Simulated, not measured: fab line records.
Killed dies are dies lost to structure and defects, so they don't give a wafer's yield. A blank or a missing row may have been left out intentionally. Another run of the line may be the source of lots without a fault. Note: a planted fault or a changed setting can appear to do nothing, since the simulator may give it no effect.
Chamber matching | flow n5Finfet | N5_BEOL_M8_STRIP_19 on rieDiel-03 has 4 sister chambers
The step strips in O2. 20 wafers are shown with their chamber, then 10 later ones without.

## EACH WAFER AND ITS CHAMBER
wafer  | chamber | drypumpMotorCurrentA (A) | showerheadPlenumPTorr (Torr) | throttleValvePct (%)
L075.1 | 0       | 6.1                      | 2.01                         | 16.60
L075.4 | 1       | 6.6                      | 2.07                         | 16.97
L075.6 | 2       | 5.7                      | 2.08                         | 16.49
L078.2 | 1       | 6.6                      | 2.07                         | 17.00
L078.3 | 2       | 5.7                      | 2.08                         | 16.48
L078.6 | 3       | 5.9                      | 1.99                         | 16.91
L079.1 | 1       | 6.6                      | 2.07                         | 16.97
L079.4 | 2       | 5.7                      | 2.08                         | 16.49
L079.6 | 2       | 5.7                      | 2.08                         | 16.51
L080.1 | 0       | 6.0                      | 2.00                         | 16.63
L080.4 | 3       | 5.9                      | 1.98                         | 16.94
L080.5 | 0       | 6.0                      | 2.00                         | 16.63
L082.1 | 3       | 5.9                      | 1.98                         | 16.96
L082.2 | 0       | 6.0                      | 2.00                         | 16.64
L082.5 | 2       | 5.7                      | 2.08                         | 16.50
L083.3 | 0       | 6.1                      | 2.00                         | 16.66
L083.4 | 3       | 5.9                      | 1.98                         | 16.94
L083.6 | 2       | 5.7                      | 2.08                         | 16.54
L089.3 | 2       | 5.7                      | 2.07                         | 16.52
L089.5 | 0       | 6.0                      | 1.99                         | 16.67

SIGNATURES (averages over the wafers above)
reading               | chamber 0 | chamber 1 | chamber 2 | chamber 3 | scatter within a chamber
drypumpMotorCurrentA  | 6.033     | 6.600     | 5.700     | 5.900     | 0.0289
showerheadPlenumPTorr | 2.0000    | 2.0700    | 2.0786    | 1.9825    | 0.00475
throttleValvePct      | 16.6383   | 16.9800   | 16.5043   | 16.9375   | 0.0217
Rule: distance of a wafer from a chamber = root of the sum over the readings of ((wafer's reading minus chamber's mean) / reading's scatter) squared. If the next closest chamber is less than 2 further off than the closest, the wafer can't be placed; otherwise it belongs to the closest. The scatter: take each reading less its chamber's mean, square it, sum over the shown wafers, divide by the number of wafers less the number of chambers, and take the root.

## WAFERS WITH NO CHAMBER GIVEN
wafer  | drypumpMotorCurrentA (A) | showerheadPlenumPTorr (Torr) | throttleValvePct (%)
L089.6 | 5.9                      | 1.98                         | 16.97
L088.1 | 6.6                      | 2.06                         | 16.54
L088.2 | 5.9                      | 1.98                         | 16.97
L088.4 | 5.9                      | 1.98                         | 16.97
L090.1 | 5.9                      | 1.98                         | 16.98
L090.5 | 5.9                      | 1.98                         | 17.01
L090.6 | 6.6                      | 2.06                         | 16.54
L097.3 | 5.7                      | 2.07                         | 16.59
L097.5 | 5.6                      | 2.07                         | 16.58
L097.6 | 5.9                      | 1.97                         | 17.02

## THE CHAMBER EACH PASSED THROUGH
wafer  | from the rows above | in truth
L089.6 | 3                   | 3
L088.1 | 1                   | 1
L088.2 | 3                   | 3
L088.4 | 3                   | 3
L090.1 | 3                   | 3
L090.5 | 3                   | 3
L090.6 | 1                   | 1
L097.3 | 2                   | 2
L097.5 | 2                   | 2
L097.6 | 3                   | 3
Placed correctly: 10 of 10. Can't be placed from these rows: 0. Wrongly placed: 0.
